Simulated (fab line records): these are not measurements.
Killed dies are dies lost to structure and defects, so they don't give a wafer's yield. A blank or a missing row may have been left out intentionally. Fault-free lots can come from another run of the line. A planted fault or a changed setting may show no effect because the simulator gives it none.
Matching of chambers ; flow n5 finfet ; N5_BEOL_M3_ETCH_77 on rie diel-03 has 4 sister chambers
The step etches underlayer in N2/H2, target depth 6.5 nm, time 5.2 s. 4 wafers are shown with their chamber, then 12 later ones without.

== EACH WAFER AND ITS CHAMBER ==
wafer;chamber;drypump motor current A (A)
L092.1;3;5.1
L092.3;0;5.5
L092.5;1;5.4
L092.6;2;6.1

== WAFERS MISSING THEIR CHAMBER ==
wafer;drypump motor current A (A)
L094.1;5.4
L094.5;5.1
L094.6;5.5
L097.1;5.4
L097.2;6.1
L097.3;5.1
L096.1;5.4
L096.2;5.1
L096.3;6.1
L096.4;5.4
L096.5;6.2
L096.6;5.1

== WHICH CHAMBER EACH ONE RAN IN ==
wafer;from the rows above;in truth
L094.1;1;1
L094.5;3;3
L094.6;0;0
L097.1;1;1
L097.2;2;2
L097.3;3;3
L096.1;1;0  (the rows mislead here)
L096.2;3;3
L096.3;2;2
L096.4;1;1
L096.5;2;2
L096.6;3;3
Correct placement for 11 of the 12. Not placeable from these rows: 0. Wrongly placed: 1.
How it was worked out, from the rows above alone: a wafer's distance from a chamber is the root of the sum, over the readings, of the square of ((its reading less the chamber's mean) divided by the reading's scatter). If the next closest chamber is less than 2 further off than the closest, the wafer can't be placed; otherwise it belongs to the closest. The mean given for a chamber averages the wafers shown for that chamber. The scatter (one wafer shown for each chamber): square how far every hidden wafer sits from the nearest shown wafer, average those squares and take the square root.
